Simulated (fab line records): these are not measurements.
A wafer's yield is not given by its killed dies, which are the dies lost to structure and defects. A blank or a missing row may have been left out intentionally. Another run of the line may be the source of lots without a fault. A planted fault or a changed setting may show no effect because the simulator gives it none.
Chamber matching + flow nandHarc + NHARC_A_CHANNEL_HOLE_D1_ETCH_44 on rieDiel-02: 4 sister chambers
The step etches the open film in CF4/O2, target depth 140 nm, overetch 14 nm, time 77 s. 4 wafers are shown with their chamber, then 12 later ones without.

## EACH WAFER AND ITS CHAMBER
| wafer  | chamber | showerheadPlenumPTorr (Torr) |
|--------|---------|------------------------------|
| L086.5 | 1       | 1.33                         |
| L087.1 | 2       | 1.27                         |
| L087.5 | 0       | 1.25                         |
| L087.6 | 3       | 1.38                         |

## WAFERS WHOSE CHAMBER IS MISSING
| wafer  | showerheadPlenumPTorr (Torr) |
|--------|------------------------------|
| L090.1 | 1.25                         |
| L090.2 | 1.38                         |
| L090.5 | 1.33                         |
| L093.1 | 1.26                         |
| L093.2 | 1.33                         |
| L093.4 | 1.38                         |
| L096.2 | 1.24                         |
| L096.4 | 1.38                         |
| L096.6 | 1.38                         |
| L097.1 | 1.26                         |
| L097.3 | 1.33                         |
| L097.4 | 1.38                         |

## THE CHAMBER EACH PASSED THROUGH
| wafer  | from the rows above     | in truth |
|--------|-------------------------|----------|
| L090.1 | 0                       | 0        |
| L090.2 | 3                       | 3        |
| L090.5 | 1                       | 1        |
| L093.1 | can't be placed: 0 or 2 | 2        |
| L093.2 | 1                       | 1        |
| L093.4 | 3                       | 3        |
| L096.2 | 0                       | 0        |
| L096.4 | 3                       | 3        |
| L096.6 | 3                       | 3        |
| L097.1 | can't be placed: 0 or 2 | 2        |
| L097.3 | 1                       | 1        |
| L097.4 | 3                       | 3        |
Correctly placed: 10 of 12. Can't be placed from these rows: 2 (the true chamber is among the candidates in 2). Placed wrongly: 0.
How it was worked out, from the rows above alone: a wafer's distance from a chamber is the root of the sum, over the readings, of the square of ((its reading less the chamber's mean) divided by the reading's scatter). The wafer belongs to the nearest chamber; if the next one is less than 2 further off, it can't be placed. Each chamber's mean is taken over the wafers shown for it. The scatter: root of mean squared gap, hidden wafer to nearest shown wafer, with one shown wafer a chamber.
